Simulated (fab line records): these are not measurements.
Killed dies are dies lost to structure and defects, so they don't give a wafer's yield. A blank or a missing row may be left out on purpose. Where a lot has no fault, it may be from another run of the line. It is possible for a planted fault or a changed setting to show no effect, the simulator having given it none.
Which tool did it? ; flow nandHarc ; 21 wafers from 7 lots sampled at 3 of the route's 1302 steps

WHAT THE GAUGES READ, wafer by wafer
NHARC_A_ONON_D1_THK_MEAS_30: measures by ellipsometry.
lot;measured;on;thkNm (nm)
L181;day 8 14:35;filmMetro-01;995 995 994
L183;day 9 17:41;filmMetro-01;1004 1004 1004
L185;day 10 12:52;filmMetro-01;993 991 993
L192;day 13 02:47;filmMetro-02;657 982 980
L198;day 15 16:24;filmMetro-02;998 997 997
L200;day 16 14:37;filmMetro-01;1008 1007 1006
L203;day 17 20:08;filmMetro-02;1000 1004 1003

WHICH TOOL RAN EACH LOT (tool, then ch and the chambers of the sampled wafers, then the start)
lot;NHARC_P_BONDPAD_PRE_CLEAN_26;NHARC_A_ONON_D1_DEP_28
L181;pvdSputter-01, day 8 03:01 or earlier;pecvdOnon-01 ch 0, day 8 14:04
L183;pvdSputter-01, day 9 03:41 or earlier;pecvdOnon-01 ch 0, day 9 17:22
L185;pvdSputter-01, day 9 21:29 or earlier;pecvdOnon-04 ch 0, day 10 12:21
L192;pvdSputter-02, day 12 14:53 or earlier;pecvdOnon-04 ch 0, day 13 02:20
L198;pvdSputter-03, day 15 04:39 or earlier;pecvdOnon-01 ch 0, day 15 15:57
L200;pvdSputter-03, day 16 02:52 or earlier;pecvdOnon-01 ch 0, day 16 14:06
L203;pvdSputter-02, day 17 08:08 or earlier;pecvdOnon-01 ch 0, day 17 19:40
- NHARC_P_BONDPAD_PRE_CLEAN_26: time 30 s.
- NHARC_A_ONON_D1_DEP_28: target thk 1000 nm.

THE ANSWER, worked out from the rows above alone
Rule: the usual values come from the lots themselves. Put in order of their means at a reading, lots are off if they are a third of the lots or fewer, leave a main group of 4 or more, and stand apart from it by a gap of 3 or more times the standard deviation of the main group's means; of several such gaps the widest counts. A main group is skipped when, at the precision printed for the reading in the tables above, its means are all equal. Also off: a lot with no number at a reading for which 4 or more lots have one. All remaining lots with rows at the step are treated as sound.
Off at NHARC_A_ONON_D1_THK_MEAS_30 (thkNm): L192. Main group: mean 1000 nm, sd 5.2.
A tool fits if, at a process step before that reading, it ran every lot that is off, and no sound lot after the first of them. The gauges at NHARC_A_ONON_D1_THK_MEAS_30 are tried like those tools. Because NHARC_P_BONDPAD_PRE_CLEAN_26 lacks a start for some lots, the hours and order of its lots are taken from NHARC_A_ONON_D1_THK_MEAS_05. One candidate fits, namely pecvdOnon-04 at NHARC_A_ONON_D1_DEP_28. Its last sound lot is L185 (day 10 12:21), its first lot that is off L192 (day 13 02:20): a fault that began between those two fits.

WHAT HAD BEEN PUT IN BY THE SIMULATOR
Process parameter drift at NHARC_A_ONON_D1_DEP_28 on pecvdOnon-04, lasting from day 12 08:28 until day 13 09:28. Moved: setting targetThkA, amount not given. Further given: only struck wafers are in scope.
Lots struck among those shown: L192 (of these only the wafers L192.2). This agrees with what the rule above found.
